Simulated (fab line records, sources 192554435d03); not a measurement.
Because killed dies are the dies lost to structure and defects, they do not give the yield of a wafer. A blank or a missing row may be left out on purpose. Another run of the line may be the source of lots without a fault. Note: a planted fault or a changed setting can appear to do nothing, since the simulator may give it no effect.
Struck lot and sound lot, side by side :: flow n5Finfet :: 15 out of 1938 route steps
Sound: wafers L617.2, L617.3, L617.5. The struck wafers were L631.1, L631.2, L631.6. The cause is given at the end.
Each step with rows lists, per side, the tool, then ch with its chambers, then its first start. Under that, the readings that differ: sound wafers :: struck wafers :: difference of the means :: sigmas: that difference in standard deviations of wafers without a fault.
alike: words and numbers the same on both sides, and readings whose means are apart by under 2 such deviations; not compared: readings that were withheld, readings missing a value for some wafer, numbers with overlapping values and no deviation given by the record, and bounds like >300 which may hide the same value.
A row with sigmas, a row that says differs or no value, or rows on one side alone: a step with any of these is where the two part. Non-overlapping numbers with no deviation appear without sigmas and do not part them. Lack of a reading on every wafer of one side parts them only where that side has two or more wafers.

first, 1 step without rows for these wafers: N5_BEOL_M14_STRIP_70 (strips in C4F8/O2/Ar).
N5_BEOL_M14_OCD_MEAS_35:
  sound on ocd-02, day 11 02:56; struck on ocd-01, day 14 06:47
reading: trenchDepthNm (nm)
sound: 580 573 587
struck: 541 552 547
difference: -33
sigmas: -2
N5_BEOL_M14_STRIP_37: strips in O2.
  sound on rieDiel-05 ch 0,1, day 11 04:02; struck on rieDiel-05 ch 0,1,3, day 14 11:24
  alike: drypumpMotorCurrentA, oesProductAu, rfVppV, showerheadPlenumPTorr, throttleValvePct
  not compared: rfHoursCounterH
then, 3 steps without rows for these wafers: N5_BEOL_M14_ETCH_38 (etches SiCN in CF4/N2, target depth 106.5 nm, time 120.6 s); N5_BEOL_M14_PRECLEAN_39 (cleans in residue remover, time 60 s); N5_BEOL_M14_SRD_40 (time 30 s, dry time 30 s).
N5_BEOL_M14_DEGAS_41: time 60 s.
  sound on pvdSputter-02, day 11 04:31; struck on pvdSputter-02, day 14 11:40
  alike: heaterPowerW
then, 2 steps without rows for these wafers: N5_BEOL_M14_PRE_CLEAN_42 (time 30 s); N5_BEOL_M14_SPUTTER_43 (material TaN, target thk 15 nm, time 24.19 s).
N5_BEOL_M14_SPUTTER_44: material Ta, target thk 15 nm, time 24.19 s.
  sound on pvdSputter-02, day 11 04:41; struck on pvdSputter-02, day 14 11:49
  alike: throttleValvePct
N5_BEOL_M14_SPUTTER_45: material Cu, target thk 100 nm, time 16.67 s.
  sound on pvdSputter-02, day 11 04:46; struck on pvdSputter-02, day 14 11:54
  alike: chuckGasFlowSccm, throttleValvePct
then, 1 step without rows for these wafers: N5_BEOL_M14_ECD_47 (material Cu, target thk 1248 nm).
N5_BEOL_M14_ANNEAL_48: time 90 s.
  sound on rtpAnneal-02 ch 0, day 11 05:09; struck on rtpAnneal-02, day 14 12:40
  no value came back on the struck wafers for annealTempC (C), annealTempCMax, wafer_temp_C_max; on the sound wafers annealTempC (C) reads 225.20 225.11 225.17
N5_BEOL_M14_CMP_49: polishes, stops on SiO2, t overpolish 5.2 s, target thk 560 nm.
  sound on cmp-04 ch 0,2,3, day 11 05:29; struck on cmp-02 ch 0,1,2, day 14 13:01
  alike: barrierFieldEndpointS, edgeZonePressureFrac, motorCurrentA, overpolishRunS, timeToEndpointS
N5_PASSIVATION_PROBE_49:
  sound on prober-02, day 12 06:41; struck on prober-02, day 15 11:04
  alike: defectLimitedYield, killed_at_M0_to_M3, killed_at_M4_up, killedAtContacts, killedAtFrontEnd, killedAtOther, killedDies, killedOpen, killedShort, sort_bin_5_function, sort_bin_6_memory, sort_bin_8_speed, sortNPass, sortYieldPct

== WHERE THEY PART ==
At N5_BEOL_M14_OCD_MEAS_35 first; at N5_BEOL_M14_ANNEAL_48 last (within this record only). Later steps at which nothing parts them and some readings are alike: N5_BEOL_M14_CMP_49, N5_PASSIVATION_PROBE_49.

WHY: what had been put in by the simulator
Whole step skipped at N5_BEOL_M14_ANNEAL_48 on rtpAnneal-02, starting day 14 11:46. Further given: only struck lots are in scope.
